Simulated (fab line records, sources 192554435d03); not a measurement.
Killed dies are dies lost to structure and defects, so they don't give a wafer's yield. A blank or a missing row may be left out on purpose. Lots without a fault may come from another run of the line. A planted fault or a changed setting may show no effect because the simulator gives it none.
Split-lot experiment | flow n5_finfet | 7 lots, 21 wafers read, on a route of 1938 steps

THE SPLIT
At N5_BEOL_M5_COAT_71 (time 60 s, resist thk 5 nm), the setting spin_rpm was moved away from the recipe's 1500 rpm on 4 of the 21 wafers read, by -5.5% to -2.9%. The other wafers ran this setting at the recipe's value.

FROM THE SPLIT TO THE READING: what the file shows between them, 3 steps
- N5_BEOL_M5_COAT_05: resist thk 30 nm
- N5_BEOL_M5_EBR_07
- N5_BEOL_M5_DESCUM_16: chemistry O2, time 7 s

THE READING
etch.depth_nm (the simulator's own value, which no gauge read), in nm, at N5_BEOL_M5_ETCH_72 (etches underlayer in N2/H2, target depth 6.5 nm, time 5.2 s). The file gives no usual value for it. The 17 wafers here that ran the recipe average 4.997 nm, standard deviation 0.014 nm.

wafer  | tool, chamber at the split | spin_rpm as run, rpm | against the recipe | etch.depth_nm, nm | against lot-mates on the recipe
L075.1 | litho_track-04, 0          | 1500                 | recipe             | 4.985             | -
L075.3 | litho_track-04, 0          | 1500                 | recipe             | 4.98              | -
L075.4 | litho_track-04, 0          | 1500                 | recipe             | 4.979             | -
L077.1 | litho_track-05, 0          | 1500                 | recipe             | 5.009             | -
L077.2 | litho_track-05, 0          | 1500                 | recipe             | 4.998             | -
L077.6 | litho_track-05, 0          | 1500                 | recipe             | 5                 | -
L083.3 | litho_track-04, 0          | 1456                 | -2.9%              | 5.076             | +0.085
L083.4 | litho_track-04, 0          | 1456                 | -2.9%              | 5.071             | +0.080
L083.6 | litho_track-04, 0          | 1500                 | recipe             | 4.991             | -
L090.1 | litho_track-03, 0          | 1500                 | recipe             | 4.986             | -
L090.4 | litho_track-03, 0          | 1500                 | recipe             | 4.978             | -
L090.5 | litho_track-03, 0          | 1500                 | recipe             | 4.982             | -
L091.1 | litho_track-04, 0          | 1500                 | recipe             | 5.006             | -
L091.4 | litho_track-04, 0          | 1500                 | recipe             | 4.994             | -
L091.5 | litho_track-04, 0          | 1500                 | recipe             | 5.018             | -
L094.3 | litho_track-03, 0          | 1500                 | recipe             | 4.997             | -
L094.5 | litho_track-03, 0          | 1500                 | recipe             | 5.008             | -
L094.6 | litho_track-03, 0          | 1500                 | recipe             | 5.018             | -
L095.2 | litho_track-05, 0          | 1418                 | -5.5%              | 5.162             | +0.141
L095.4 | litho_track-05, 0          | 1500                 | recipe             | 5.021             | -
L095.6 | litho_track-05, 0          | 1418                 | -5.5%              | 5.177             | +0.156

THE FIT
A straight line over all 21 wafers: etch.depth_nm changes by -0.0305 nm for each +1% of spin_rpm; r = -0.97; the points scatter about the line by 0.014 nm.
The same after taking each lot's own level away (the mean of its wafers on the recipe; 21 wafers): -0.0274 nm for each +1%; r = -0.99; scatter 0.0064 nm.
On that fit, the largest move of spin_rpm shifts the reading by 0.15 nm.
The lots' own levels span 4.9813 to 5.0210 nm, that is 2.8 times the standard deviation above.
So the lot-to-lot level changes the slope: the two fits differ.
Check: with one of the wafers moved furthest among these (-5.5%) left out of the fit, the line predicts +0.155 nm for it against its lot-mates. It came out at +0.141 nm against them.

OTHER SPLITS ON THESE WAFERS
These wafers also went through other splits before the reading. Each is held against what the fit with the lots' levels taken away leaves over:
other split on the same wafers   | wafers away from the commonest value | r with etch.depth_nm (lot level and that fit taken away)
N5_BEOL_M3_VIA_ETCH_34 time_s    | 6                                    | +0.22
N5_BEOL_M3_TRENCH_ETCH_37 bias_w | 6                                    | -0.23
N5_BEOL_M4_COAT_62 spin_rpm      | 8                                    | +0.08
N5_BEOL_M4_EXPOSE_08 dose_mj     | 6                                    | +0.21
N5_BEOL_M5_COAT_60 spin_rpm      | 7                                    | +0.15

THE FILE'S OWN FIT
etch.depth_nm changes by -0.0274 nm for each +1% of spin_rpm, r = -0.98.
